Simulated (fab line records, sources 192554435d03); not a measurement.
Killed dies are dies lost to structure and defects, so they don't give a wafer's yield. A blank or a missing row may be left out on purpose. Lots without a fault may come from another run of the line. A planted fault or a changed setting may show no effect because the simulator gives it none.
fab line records | flow n5_finfet
record lots=7 wafers=39
route steps=1938 shown PMOS_HMC_CHANNEL_EPI@74 FIN_SAQP@94 FIN_CUT@173 DUMMY_GATE@243 SD_EPI_P@321 SD_ACTIVATION@330
start_h: hours from the record's first day to the start of the lot's first wafer shown | wait_h: hours since the lot's step before | " the same as in the row above | L1.1+2: a row that stands for several wafers | - no value, or no start given | * or withheld: withheld | < > ~ a bound
route shown NAME@n: a module of which the file shows steps, and the number in the route of the first | usual: mean/standard deviation of fault-free wafers | same: alike in all rows | chamber/n: place in a boat | sites: the reading at each site | _std_site: their standard deviation | _edge_site: outer sites' mean less inner sites' | radius_mm: how far each site lies from the wafer's centre | mask NAME#n: copy n | behind: the tool/chamber that last shaped the wafer | hold: why the lot was held/for how many hours/how that ended | device: the transistor (n, p or np) that didn't switch | end of line: the same wafers' tests at the end of the route | a step without rows: its recipe alone | killed: dies lost to structure and defects at the first sort, not the wafer's yield | map: a wafer's dies, x killed, . not, _ none there
set.NAME: the setting as run; set.NAME@STEP: as run at that earlier step | model.NAME: the simulator's own value behind a step, which no gauge read
lots whose settings were changed on purpose; a table a step, a row a wafer
## steps
# step N5_PMOS_HMC_CHANNEL_EPI_FIN_RECESS_16
# recipe chemistry=HBr/Cl2 target=Si mask_material=SiO2 target_depth_a=540 time_s=18 pressure_mtorr=10 icp_w=800 bias_w=75 HBr_flow_sccm=150 Cl2_flow_sccm=80
# columns lot.wafer tool chamber start_h wait_h set.time_s model.PMOS_HMC_CHANNEL_EPI.feature_depth_nm model.etch.depth_nm
L076.3 rie_si-01 0 30.66 0.0 18 54 54
L076.4 " 3 " " 18 52.77 52.77
L076.6 " 2 " " 18 53.81 53.81
L082.1 rie_si-06 3 66.63 0.0 16.76 50.32 50.32
L082.2 " 1 " " 18 54.05 54.05
L082.3 " 0 " " 16.76 49.35 49.35
L082.4 " 2 " " 16.76 51.74 51.74
L082.5 " 0 " " 18 53.66 53.66
L082.6 " 3 " " 18 53.89 53.89
L083.1 rie_si-06 1 72.00 0.0 18 53.86 53.86
L083.2 " 0 " " 18 52.95 52.95
L083.3 " 3 " " 18 53.79 53.79
L083.4 " 2 " " 18 55.35 55.35
L083.5 " 3 " " 18 53.66 53.66
L083.6 " 2 " " 18 55.21 55.21
L086.1 rie_si-01 3 90.33 0.0 18 52.88 52.88
L086.2 " 2 " " 17.37 51.69 51.69
L086.3 " 0 " " 17.37 52.65 52.65
L086.4 " 1 " " 18 54.4 54.4
L086.5 " 3 " " 18 53.04 53.04
L086.6 " 0 " " 17.37 52.55 52.55
L089.1 rie_si-06 0 107.51 0.0 17.29 51.12 51.12
L089.2 " 1 " " 18 54.38 54.38
L089.3 " 2 " " 18 55.04 55.04
L089.4 " 3 " " 18 53.5 53.5
L089.5 " 2 " " 17.29 52.98 52.98
L089.6 " 3 " " 17.29 51.17 51.17
L090.1 rie_si-01 0 114.40 0.0 18 54.73 54.73
L090.2 " 2 " " 18.94 56.95 56.95
L090.3 " 1 " " 18.94 57.69 57.69
L090.4 " 3 " " 18 53.37 53.37
L090.5 " 1 " " 18 54.86 54.87
L090.6 " 0 " " 18.94 57.43 57.43
L093.1 rie_si-06 2 131.77 0.0 16.98 51.8 51.8
L093.2 " 3 " " 16.98 50.17 50.17
L093.3 " 0 " " 18 53.79 53.79
L093.4 " 1 " " 16.98 51.35 51.35
L093.5 " 3 " " 18 53.45 53.45
L093.6 " 0 " " 18 53.33 53.33
# step N5_PMOS_HMC_CHANNEL_EPI_PRECLEAN_36
# recipe chemistry=O3/DIW time_s=45 temp_c=22 o3_ppm=10
# step N5_PMOS_HMC_CHANNEL_EPI_PRECLEAN_18
# recipe chemistry=DHF time_s=30 temp_c=25 dilution=withheld
# step N5_PMOS_HMC_CHANNEL_EPI_SRD_39
# recipe dry=ipa_marangoni time_s=30 temp_c=23 rinse_liquid=diw
# step N5_PMOS_HMC_CHANNEL_EPI_CMP_21
# recipe material=SiGe30 post_cmp_clean=alkaline_brush target_thk_nm=54
# step N5_PMOS_HMC_CHANNEL_EPI_THK_MEAS_22
# recipe reads=SiGe30_of_PMOS_HMC_CHANNEL_EPI_EPI_20
# usual HMC_CMP_THK=53.9/0.75
# columns lot.wafer tool chamber start_h wait_h set.time_s@PMOS_HMC_CHANNEL_EPI_FIN_RECESS_16 HMC_CMP_THK[nm]
L076.3 film_metro-02 - 32.47 - 18 54.0
L076.4 " - " " 18 52.7
L076.6 " - " " 18 53.6
L082.1 film_metro-01 - 68.43 - 16.76 50.2
L082.2 " - " " 18 53.9
L082.3 " - " " 16.76 49.2
L082.4 " - " " 16.76 51.6
L082.5 " - " " 18 53.5
L082.6 " - " " 18 53.7
L083.1 film_metro-02 - 73.83 - 18 53.8
L083.2 " - " " 18 53.0
L083.3 " - " " 18 53.9
L083.4 " - " " 18 55.4
L083.5 " - " " 18 53.7
L083.6 " - " " 18 55.2
L086.1 film_metro-01 - 92.13 - 18 52.8
L086.2 " - " " 17.37 51.4
L086.3 " - " " 17.37 52.5
L086.4 " - " " 18 54.3
L086.5 " - " " 18 52.8
L086.6 " - " " 17.37 52.3
L089.1 film_metro-01 - 109.32 - 17.29 51.1
L089.2 " - " " 18 54.4
L089.3 " - " " 18 55.0
L089.4 " - " " 18 53.4
L089.5 " - " " 17.29 53.1
L089.6 " - " " 17.29 51.3
L090.1 film_metro-02 - 116.22 - 18 54.8
L090.2 " - " " 18.94 57.0
L090.3 " - " " 18.94 57.8
L090.4 " - " " 18 53.4
L090.5 " - " " 18 55.0
L090.6 " - " " 18.94 57.5
L093.1 film_metro-01 - 133.58 - 16.98 51.9
L093.2 " - " " 16.98 50.2
L093.3 " - " " 18 53.8
L093.4 " - " " 16.98 51.4
L093.5 " - " " 18 53.4
L093.6 " - " " 18 53.3
# step N5_FIN_SAQP_ALD_61
# recipe material=SiO2 target_thk_a=40 temp_c=300 ald_precursor_family=BDEAS ald_co_reactant=O2-plasma pulse_time_s=1 purge_time_s=2 co_reactant_purge_time_s=2 ald_cycles=43 pressure_torr=2
# columns lot.wafer tool chamber start_h wait_h set.temp_c model.SiO2_of_FIN_SAQP_ALD_61.thk_nm
L076.3 ald_sin-04 2 33.07 0.0 300 4.033
L076.4 " 3 " " 300 4.029
L076.6 " 0 " " 300 4.017
L082.1 ald_sin-02 3 69.20 0.1 300 4.019
L082.2 " 1 " " 292.7 4.108
L082.3 " 0 " " 292.7 4.124
L082.4+5 " 2,3 " " 300 4.013
L082.6 " 2 " " 292.7 4.144
L083.1 ald_sin-03 0 75.01 0.2 305.2 3.941
L083.2 " 2 " " 300 3.989
L083.3 " 1 " " 305.2 3.944
L083.4 " 3 " " 305.2 3.964
L083.5 " 3 " " 300 3.985
L083.6 " 0 " " 300 3.982
L086.1 ald_sin-03 0 92.84 0.0 291.4 4.093
L086.2+3 " 2,1 " " 300 3.974
L086.4 " 3 " " 300 3.979
L086.5 " 1 " " 291.4 4.101
L086.6 " 0 " " 291.4 4.112
L089.1 ald_sin-02 1 109.93 0.0 300 3.997
L089.2 " 3 " " 300 4.009
L089.3 " 2 " " 300 3.992
L089.4 " 0 " " 300 4.005
L089.5 " 3 " " 300 4.01
L089.6 " 0 " " 300 4.019
L090.1 ald_sin-04 0 117.38 0.6 287.9 4.193
L090.2 " 1 " " 300 3.99
L090.3 " 3 " " 300 4.015
L090.4 " 2 " " 287.9 4.191
L090.5 " 1 " " 300 3.977
L090.6 " 0 " " 287.9 4.184
L093.1 ald_sin-04 2 134.19 0.0 293.1 4.081
L093.2 " 0 " " 293.1 4.106
L093.3+5 " 1,2 " " 300 3.98
L093.4 " 3 " " 300 3.986
L093.6 " 1 " " 293.1 4.105
# step N5_FIN_CUT_CUT_ETCH_26
# recipe chemistry=CH3F/O2 target=SiNx target_depth_a=390 mask_material=SOC time_s=55.7 pressure_mtorr=30 source_w=395 bias_w=73 Ar_flow_sccm=150 CH3F_flow_sccm=30 O2_flow_sccm=20 ion_energy_ev=120
# columns lot.wafer tool chamber start_h wait_h set.time_s model.etch.depth_nm model.SOC_of_FIN_CUT_COAT_18.thk_nm
L076.3 rie_diel-06 3 40.91 0.0 55.7 38.98 211
L076.4 " 1 " " 55.7 38.86 212
L076.6 " 2 " " 55.7 39.21 211.4
L082.1 rie_diel-02 3 76.47 0.0 55.7 39.19 211.6
L082.2 " 2 " " 55.7 39.14 211.8
L082.3 " 1 " " 55.7 38.46 212.4
L082.4 " 0 " " 55.7 37.96 213.2
L082.5 " 0 " " 55.7 38.17 212.2
L082.6 " 1 " " 55.7 38.02 212.2
L083.1 rie_diel-06 3 82.70 0.0 55.7 38.71 211.2
L083.2 " 0 " " 48.12 33.42 214
L083.3 " 2 " " 55.7 39.18 210.8
L083.4 " 1 " " 48.12 33.54 213.4
L083.5 " 1 " " 48.12 33.32 213.6
L083.6 " 0 " " 55.7 38.82 211.4
L086.1 rie_diel-06 2 99.66 0.0 43.09 30.6 214.4
L086.2 " 3 " " 55.7 39.17 211
L086.3 " 1 " " 43.09 30.31 214.8
L086.4 " 0 " " 55.7 38.93 210
L086.5 " 3 " " 43.09 30.36 214.8
L086.6 " 0 " " 55.7 38.9 210.6
L089.1 rie_diel-02 1 118.25 0.0 55.7 39.96 211
L089.2 " 3 " " 55.7 39.56 211
L089.3 " 2 " " 61.81 43.72 209.2
L089.4 " 3 " " 61.81 44.13 209
L089.5 " 1 " " 61.81 44 209
L089.6 " 2 " " 55.7 39.73 210.6
L090.1 rie_diel-06 3 124.80 0.0 55.7 38.59 213
L090.2 " 1 " " 55.7 38.65 212.6
L090.3 " 2 " " 55.7 39.14 212.2
L090.4 " 3 " " 66.72 46.16 208.8
L090.5 " 1 " " 66.72 46.41 209
L090.6 " 2 " " 66.72 46.6 209
L093.1 rie_diel-06 3 140.97 0.0 55.7 39.12 211.4
L093.2 " 1 " " 62.27 43.74 209
L093.3 " 0 " " 62.27 44 208.6
L093.4 " 2 " " 55.7 39.43 210.8
L093.5 " 1 " " 55.7 38.86 210.4
L093.6 " 0 " " 62.27 44.47 208.4
# step N5_FIN_CUT_CUT_ETCH_27
# recipe chemistry=CHF3/O2 target=SiO2 target_depth_a=40 mask_material=SOC overetch_a=20 time_s=4.9 pressure_mtorr=30 source_w=650 bias_w=170 Ar_flow_sccm=200 CHF3_flow_sccm=50 O2_flow_sccm=5 ion_energy_ev=200
# step N5_FIN_CUT_PRECLEAN_35
# recipe time_s=13.3 temp_c=45 pressure_torr=125 p_hf_torr=3 p_coreactant_torr=25 chemistry=vHF
# step N5_FIN_CUT_CUT_ETCH_15
# recipe chemistry=HBr/Cl2/O2 target=Si target_depth_a=1000 bt_time_s=10 mask_material=SOC time_s=42.4 ion_energy_ev=* bias_w=* pressure_mtorr=10 icp_w=800 HBr_flow_sccm=150 Cl2_flow_sccm=80 O2_flow_sccm=12
# columns lot.wafer tool chamber start_h wait_h set.time_s@FIN_CUT_CUT_ETCH_26 model.SOC_of_FIN_CUT_COAT_18.thk_nm
L076.3 rie_si-03 1 41.10 0.0 55.7 170.2
L076.4 " 2 " " 55.7 170.6
L076.6 " 2 " " 55.7 170
L082.1 rie_si-06 2 76.66 0.1 55.7 169.4
L082.2 " 1 " " 55.7 170.2
L082.3 " 3 " " 55.7 171.4
L082.4 " 0 " " 55.7 172.4
L082.5 " 2 " " 55.7 170
L082.6 " 1 " " 55.7 170.8
L083.1 rie_si-03 1 82.90 0.1 55.7 169.6
L083.2 " 3 " " 48.12 173.2
L083.3 " 0 " " 55.7 169.2
L083.4 " 2 " " 48.12 171.2
L083.5 " 3 " " 48.12 172.2
L083.6 " 0 " " 55.7 170
L086.1+5 rie_si-06 3 99.85 0.1 43.09 173
L086.2 " 2 " " 55.7 169
L086.3 " 0 " " 43.09 173.8
L086.4 " 1 " " 55.7 168
L086.6 " 0 " " 55.7 170
L089.1 rie_si-03 1 119.57 0.1 55.7 169.8
L089.2 " 0 " " 55.7 170.4
L089.3 " 2 " " 61.81 167.6
L089.4 " 3 " " 61.81 168
L089.5 " 0 " " 61.81 168.4
L089.6 " 1 " " 55.7 169.6
L090.1+2 rie_si-06 1,3 125.04 0.1 55.7 171.6
L090.3 " 0 " " 55.7 171.4
L090.4 " 2 " " 66.72 166.8
L090.5+6 " 3,0 " " 66.72 168.2
L093.1 rie_si-01 0 141.16 0.1 55.7 169.8
L093.2 " 1 " " 62.27 167
L093.3 " 2 " " 62.27 167.4
L093.4 " 3 " " 55.7 170.4
L093.5 " 0 " " 55.7 168.8
L093.6 " 3 " " 62.27 167.8
# step N5_DUMMY_GATE_ETCH_31
# recipe chemistry=C4F6/O2 target=SiO2 mask_material=SOC target_depth_a=825 time_s=27.5 ion_energy_ev=250 pressure_mtorr=30 source_w=345 bias_w=185 Ar_flow_sccm=300 C4F6_flow_sccm=10 O2_flow_sccm=10
# columns lot.wafer tool chamber start_h wait_h set.target_depth_a model.etch.depth_nm
L076.3 rie_diel-03 0 60.03 0.1 825 80.74
L076.4 " 1 " " 825 82.15
L076.6 " 1 " " 825 82.45
L082.1 rie_diel-03 3 95.50 0.0 825 79.67
L082.2 " 2 " " 797.8 77.82
L082.3 " 0 " " 825 81.4
L082.4 " 3 " " 797.8 76.84
L082.5 " 0 " " 825 81.79
L082.6 " 2 " " 797.8 77.95
L083.1 rie_diel-06 3 101.23 0.0 825 83.31
L083.2 " 0 " " 825 81.66
L083.3 " 1 " " 825 82.62
L083.4 " 2 " " 880.2 90.03
L083.5 " 2 " " 880.2 88.85
L083.6 " 3 " " 880.2 86.87
L086.1 rie_diel-06 1 119.04 0.1 825 82.31
L086.2 " 3 " " 825 82.15
L086.3 " 0 " " 761.3 75.76
L086.4 " 2 " " 761.3 77.43
L086.5 " 1 " " 761.3 76.14
L086.6 " 0 " " 825 82.19
L089.1 rie_diel-03 3 138.02 0.1 825 82.02
L089.2 " 1 " " 765.7 76.91
L089.3 " 2 " " 825 80.58
L089.4 " 0 " " 765.7 75.77
L089.5 " 3 " " 765.7 76.37
L089.6 " 0 " " 825 81.75
L090.1 rie_diel-03 0 143.28 0.0 825 81.91
L090.2 " 2 " " 825 80.71
L090.3 " 3 " " 918 91.3
L090.4 " 1 " " 918 92.77
L090.5 " 2 " " 918 89.18
L090.6 " 3 " " 825 82.91
L093.1 rie_diel-06 1 162.11 0.0 874.8 86.86
L093.2 " 0 " " 825 82.73
L093.3 " 3 " " 874.8 86.99
L093.4 " 2 " " 825 82.76
L093.5 " 2 " " 825 82.18
L093.6 " 3 " " 874.8 85.88
# step N5_DUMMY_GATE_ETCH_32
# recipe chemistry=CF4 target=SiO2 target_depth_a=35 time_s=3.9 ion_energy_ev=350 pressure_mtorr=10 icp_w=800 bias_w=400 cf4_flow_sccm=80
# columns lot.wafer tool chamber start_h wait_h set.time_s model.etch.depth_nm
L076.3 rie_si-01 0 60.28 0.1 3.9 3.604
L076.4 " 3 " " 3.9 3.445
L076.6 " 2 " " 3.9 3.552
L082.1 rie_si-06 3 95.75 0.1 3.9 3.452
L082.2 " 0 " " 3.9 3.433
L082.3 " 1 " " 3.9 3.474
L082.4 " 2 " " 3.247 2.987
L082.5 " 2 " " 3.247 2.979
L082.6 " 1 " " 3.247 2.9
L083.1 rie_si-06 3 101.48 0.1 3.9 3.521
L083.2 " 2 " " 3.9 3.584
L083.3 " 1 " " 3.9 3.502
L083.4 " 0 " " 3.9 3.408
L083.5 " 3 " " 3.9 3.488
L083.6 " 2 " " 3.9 3.616
L086.1 rie_si-06 2 119.29 0.1 3.9 3.575
L086.2 " 1 " " 3.9 3.49
L086.3 " 0 " " 3.9 3.442
L086.4 " 3 " " 3.9 3.468
L086.5 " 3 " " 3.9 3.45
L086.6 " 0 " " 3.9 3.398
L089.1 rie_si-01 0 138.26 0.1 3.238 2.938
L089.2 " 1 " " 3.238 2.974
L089.3 " 2 " " 3.9 3.497
L089.4 " 3 " " 3.9 3.469
L089.5 " 1 " " 3.238 2.969
L089.6 " 2 " " 3.9 3.503
L090.1 rie_si-01 0 143.53 0.1 3.9 3.577
L090.2 " 2 " " 4.629 4.146
L090.3 " 1 " " 3.9 3.555
L090.4 " 3 " " 3.9 3.453
L090.5 " 1 " " 4.629 4.256
L090.6 " 2 " " 4.629 4.168
L093.1 rie_si-01 0 162.36 0.1 3.9 3.514
L093.2 " 1 " " 3.9 3.54
L093.3 " 2 " " 3.9 3.495
L093.4 " 3 " " 3.9 3.412
L093.5 " 2 " " 3.9 3.492
L093.6 " 3 " " 3.9 3.419
# step N5_DUMMY_GATE_ETCH_42
# recipe chemistry=CHF3/O2 target=SiO2 target_depth_a=35 time_s=31 ion_energy_ev=30 bias_w=12 pressure_mtorr=30 source_w=600 Ar_flow_sccm=200 CHF3_flow_sccm=50 O2_flow_sccm=5
# usual rf_vpp_V=42.3/0.87
# columns lot.wafer tool chamber start_h wait_h set.bias_w rf_vpp_V
L076.3 rie_diel-02 2 60.70 0.2 12 43.4
L076.4 " 0 " " 12 43.8
L076.6 " 2 " " 12 43.5
L082.1 rie_diel-03 3 96.00 0.0 12 41.6
L082.2 " 0 " " 10.48 38.8
L082.3 " 2 " " 10.48 38.6
L082.4 " 3 " " 12 41.1
L082.5 " 2 " " 10.48 37.0
L082.6 " 0 " " 12 41.8
L083.1 rie_diel-03 3 101.73 0.0 12 41.2
L083.2 " 0 " " 12 42.1
L083.3 " 2 " " 14.09 46.9
L083.4 " 0 " " 14.09 46.3
L083.5 " 3 " " 14.09 46.0
L083.6 " 2 " " 12 42.4
L086.1 rie_diel-03 2 119.66 0.2 9.857 36.5
L086.2 " 1 " " 9.857 37.5
L086.3 " 0 " " 12 42.3
L086.4 " 1 " " 12 43.2
L086.5 " 0 " " 9.857 35.2
L086.6 " 2 " " 12 42.3
L089.1 rie_diel-06 1 138.61 0.1 12 42.4
L089.2 " 3 " " 12 42.2
L089.3 " 2 " " 12 43.6
L089.4 " 0 " " 12 40.9
L089.5 " 0 " " 12 41.1
L089.6 " 1 " " 12 42.5
L090.1 rie_diel-06 3 143.78 0.0 12 42.6
L090.2 " 0 " " 12 42.1
L090.3 " 1 " " 10.48 39.6
L090.4 " 2 " " 12 42.7
L090.5 " 2 " " 10.48 37.8
L090.6 " 3 " " 10.48 37.2
L093.1 rie_diel-03 3 162.60 0.0 12 43.1
L093.2 " 1 " " 12 43.6
L093.3 " 2 " " 12 42.3
L093.4 " 0 " " 12 42.9
L093.5 " 3 " " 12 43.4
L093.6 " 0 " " 12 41.9
# step N5_SD_EPI_P_EPI_21
# recipe material=SiGe:B dopant=B temp_c=550 pressure_torr=20 ambient=H2 time_s=355
# columns lot.wafer tool chamber start_h wait_h set.dopant_conc_cm3
L076.3+4+6 epi_rpcvd-02 0 69.49 1.1 3e+20
L082.1+3+6 epi_rpcvd-04 0 104.87 0.1 2.781e+20
L082.2+4+5 " 0 " " 3e+20
L083.1+5+6 epi_rpcvd-02 0 109.13 0.1 3.164e+20
L083.2+3+4 " 0 " " 3e+20
L086.1+3+4 epi_rpcvd-01 0 127.31 0.2 3e+20
L086.2+5+6 " 0 " " 3.208e+20
L089.1+3+4 epi_rpcvd-02 0 146.67 0.1 3e+20
L089.2+5+6 " 0 " " 2.737e+20
L090.1+2+3+4+5+6 epi_rpcvd-04 0 150.93 0.1 3e+20
L093.1+5+6 epi_rpcvd-04 0 169.74 0.1 3e+20
L093.2+3+4 " 0 " " 2.866e+20
# step N5_SD_EPI_P_HM_STRIP_48
# recipe chemistry=H3PO4 temp_c=160 material=SiNx target=SiNx target_depth_a=30 overetch_fraction=0.3
# step N5_SD_ACTIVATION_RTA_00
# recipe temp_c=975 time_s=0 ambient=N2 idle_temp_c=600 ramp_up_c_per_s=150 ramp_down_c_per_s=60 cool_to_c=600
# step N5_SD_ACTIVATION_LSA_01
# recipe temp_c=1080 time_s=0.0008 ambient=N2
# step N5_SD_ACTIVATION_RS_MEAS_03
# recipe thk_meas_gauge=four-point-probe
# usual RS_SD_N=21.8/0.31 RS_SD_P=56.1/0.83
# columns lot.wafer tool chamber start_h wait_h set.dopant_conc_cm3@SD_EPI_P_EPI_21 RS_SD_N[ohm/sq] RS_SD_P[ohm/sq]
L076.3 film_metro-01 - 72.42 0.2 3e+20 21.3 55.9
L076.4 " - " " 3e+20 21.4 55.8
L076.6 " - " " 3e+20 21.8 55.7
L082.1 film_metro-02 - 107.67 0.2 2.781e+20 22.3 60.0
L082.2 " - " " 3e+20 22.4 56.2
L082.3 " - " " 2.781e+20 22.5 60.9
L082.4 " - " " 3e+20 22.2 56.4
L082.5 " - " " 3e+20 22.6 56.8
L082.6 " - " " 2.781e+20 22.0 60.2
L083.1 film_metro-01 - 111.93 0.2 3.164e+20 22.0 53.6
L083.2 " - " " 3e+20 21.8 57.7
L083.3 " - " " 3e+20 21.7 57.6
L083.4 " - " " 3e+20 21.9 57.7
L083.5 " - " " 3.164e+20 21.9 54.5
L083.6 " - " " 3.164e+20 22.0 54.9
L086.1 film_metro-02 - 130.83 0.2 3e+20 21.7 56.5
L086.2 " - " " 3.208e+20 21.2 54.1
L086.3 " - " " 3e+20 21.2 56.4
L086.4 " - " " 3e+20 21.1 56.9
L086.5 " - " " 3.208e+20 21.4 52.8
L086.6 " - " " 3.208e+20 21.7 53.0
L089.1 film_metro-01 - 149.62 0.2 3e+20 21.9 56.8
L089.2 " - " " 2.737e+20 21.5 61.5
L089.3 " - " " 3e+20 21.8 56.3
L089.4 " - " " 3e+20 21.4 55.2
L089.5 " - " " 2.737e+20 21.6 61.5
L089.6 " - " " 2.737e+20 21.3 61.4
L090.1 film_metro-01 - 153.79 0.2 3e+20 21.9 57.6
L090.2 " - " " 3e+20 21.5 56.7
L090.3 " - " " 3e+20 21.5 57.8
L090.4 " - " " 3e+20 22.0 57.5
L090.5 " - " " 3e+20 21.8 57.4
L090.6 " - " " 3e+20 21.7 56.1
L093.1 film_metro-02 - 172.55 0.2 3e+20 21.6 55.7
L093.2 " - " " 2.866e+20 22.1 57.7
L093.3 " - " " 2.866e+20 21.5 57.3
L093.4 " - " " 2.866e+20 22.0 58.1
L093.5 " - " " 3e+20 21.8 55.7
L093.6 " - " " 3e+20 21.8 56.2
## key
split step=N5_PMOS_HMC_CHANNEL_EPI_FIN_RECESS_16 setting=time_s stated=18 by=wafer
response step=N5_PMOS_HMC_CHANNEL_EPI_FIN_RECESS_16 reading=model.PMOS_HMC_CHANNEL_EPI.feature_depth_nm change=+0.498 per=1% r=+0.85
response step=N5_PMOS_HMC_CHANNEL_EPI_FIN_RECESS_16 reading=model.etch.depth_nm change=+0.498 per=1% r=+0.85
response step=N5_PMOS_HMC_CHANNEL_EPI_THK_MEAS_22 reading=HMC_CMP_THK change=+0.494 per=1% r=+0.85
split step=N5_FIN_SAQP_ALD_61 setting=temp_c stated=300 by=wafer
response step=N5_FIN_SAQP_ALD_61 reading=model.SiO2_of_FIN_SAQP_ALD_61.thk_nm change=-0.045 per=1% r=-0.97
split step=N5_FIN_CUT_CUT_ETCH_26 setting=time_s stated=55.7 by=wafer
response step=N5_FIN_CUT_CUT_ETCH_26 reading=model.etch.depth_nm change=+0.388 per=1% r=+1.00
response step=N5_FIN_CUT_CUT_ETCH_26 reading=model.SOC_of_FIN_CUT_COAT_18.thk_nm change=-0.183 per=1% r=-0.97
response step=N5_FIN_CUT_CUT_ETCH_15 reading=model.SOC_of_FIN_CUT_COAT_18.thk_nm change=-0.189 per=1% r=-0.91
split step=N5_DUMMY_GATE_ETCH_31 setting=target_depth_a stated=825 by=wafer
response step=N5_DUMMY_GATE_ETCH_31 reading=model.etch.depth_nm change=+0.791 per=1% r=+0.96
split step=N5_DUMMY_GATE_ETCH_32 setting=time_s stated=3.9 by=wafer
response step=N5_DUMMY_GATE_ETCH_32 reading=model.etch.depth_nm change=+0.0323 per=1% r=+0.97
split step=N5_DUMMY_GATE_ETCH_42 setting=bias_w stated=12 by=wafer
response step=N5_DUMMY_GATE_ETCH_42 reading=rf_vpp_V change=+0.302 per=1% r=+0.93
split step=N5_SD_EPI_P_EPI_21 setting=dopant_conc_cm3 stated=3e+20 by=wafer
response step=N5_SD_ACTIVATION_RS_MEAS_03 reading=RS_SD_P change=-0.547 per=1% r=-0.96
